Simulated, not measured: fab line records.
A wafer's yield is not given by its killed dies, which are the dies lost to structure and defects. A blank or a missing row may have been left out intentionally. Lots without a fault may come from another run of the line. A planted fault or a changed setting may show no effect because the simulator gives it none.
Which tool is to blame? + flow nandHarc + route of 1159 steps, sampled at 1 step: 11 lots, 33 wafers

WHAT THE GAUGES SHOWED, per wafer
NHARC_A_CONTACT_OVL_MEAS_70.
| lot  | measured     | on         | overlayXNm (nm) |
|------|--------------|------------|-----------------|
| L114 | day 16 14:43 | overlay-02 | 0.8 0.7 0.9     |
| L116 | day 17 00:40 | overlay-02 | 0.5 0.5 0.3     |
| L117 | day 17 02:23 | overlay-02 | 2.2 1.5 1.6     |
| L119 | day 18 07:28 | overlay-01 | 0.5 0.8 0.2     |
| L121 | day 18 18:21 | overlay-01 | 0.3 0.0 1.0     |
| L128 | day 20 09:39 | overlay-02 | 0.0 -0.1 -0.1   |
| L130 | day 20 21:38 | overlay-02 | 1.1 0.7 0.8     |
| L136 | day 22 00:10 | overlay-01 | 0.4 0.7 0.7     |
| L135 | day 22 02:43 | overlay-02 | -0.2 -0.1 0.3   |
| L133 | day 22 04:36 | overlay-01 | -1.0 -0.7 -0.8  |
| L137 | day 22 18:02 | overlay-02 | -1.2 -0.7 -1.0  |

WHAT TOOL EACH LOT RAN ON (gives the tool, then ch and the chambers of the sampled wafers, and finally the start)
The record holds no process step before these readings.

THE ANSWER, worked out from the rows above alone
Rule: the usual values come from the lots themselves. Put in order of their means at a reading, lots are off if they are a third of the lots or fewer, leave a main group of 4 or more, and stand apart from it by a gap of 3 or more times the standard deviation of the main group's means; of several such gaps the widest counts. If all means in a main group match to the digits the tables above print for the reading, that group is not used. A lot without any number at a reading at which 4 lots or more have one is off too. The other lots that the step has rows for count as sound.
No lot is off at any reading shown: from this, nothing can be told.

WHAT HAD BEEN PUT IN BY THE SIMULATOR
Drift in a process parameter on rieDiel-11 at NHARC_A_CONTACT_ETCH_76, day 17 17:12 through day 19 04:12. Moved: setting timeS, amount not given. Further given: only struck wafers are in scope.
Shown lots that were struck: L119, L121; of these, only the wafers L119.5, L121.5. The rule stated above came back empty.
